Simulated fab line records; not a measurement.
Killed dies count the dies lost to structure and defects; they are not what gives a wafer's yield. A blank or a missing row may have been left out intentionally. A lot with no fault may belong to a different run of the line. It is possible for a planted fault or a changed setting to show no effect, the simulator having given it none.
Chamber matching -- flow nand-harc -- NHARC_A_STAIRCASE_DESCUM_291 on rie-diel-10 has 4 sister chambers
The step chemistry O2, time 3 s. 8 wafers are shown with their chamber, then 9 later ones without.

== WAFERS WITH THEIR CHAMBER ==
wafer,chamber,showerhead-plenum-p-Torr (Torr),drypump-motor-current-A (A)
L085.4,0,1.91,5.3
L085.5,1,1.97,5.1
L086.2,3,1.78,6.2
L086.4,0,1.91,5.3
L086.6,2,1.87,5.2
L089.1,1,1.97,5.1
L089.4,2,1.86,5.3
L089.5,3,1.78,6.2

== WAFERS WITH NO CHAMBER GIVEN ==
wafer,showerhead-plenum-p-Torr (Torr),drypump-motor-current-A (A)
L088.1,1.78,6.2
L088.5,1.91,5.4
L088.6,1.77,6.2
L090.3,1.91,5.3
L090.4,1.77,6.2
L090.6,1.91,5.3
L094.1,1.96,5.1
L094.4,2.08,6.2
L094.6,1.96,5.1

== THE CHAMBER EACH PASSED THROUGH ==
wafer,from the rows above,in truth
L088.1,3,3
L088.5,0,0
L088.6,3,3
L090.3,0,0
L090.4,3,3
L090.6,0,0
L094.1,1,1
L094.4,1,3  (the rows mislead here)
L094.6,1,1
8 of 9 placed correctly. From these rows, 0 cannot be placed. Placed wrongly: 1.
How it was worked out, from the rows above alone: a wafer's distance from a chamber is the root of the sum, over the readings, of the square of ((its reading less the chamber's mean) divided by the reading's scatter). The wafer belongs to the nearest chamber; if the next one is less than 2 further off, it can't be placed. Each chamber's mean is taken over the wafers shown for it. How the scatter is found: for the shown wafers, subtract from each reading the mean of its chamber, square and add these, divide the total by (wafers less chambers), then take the root.
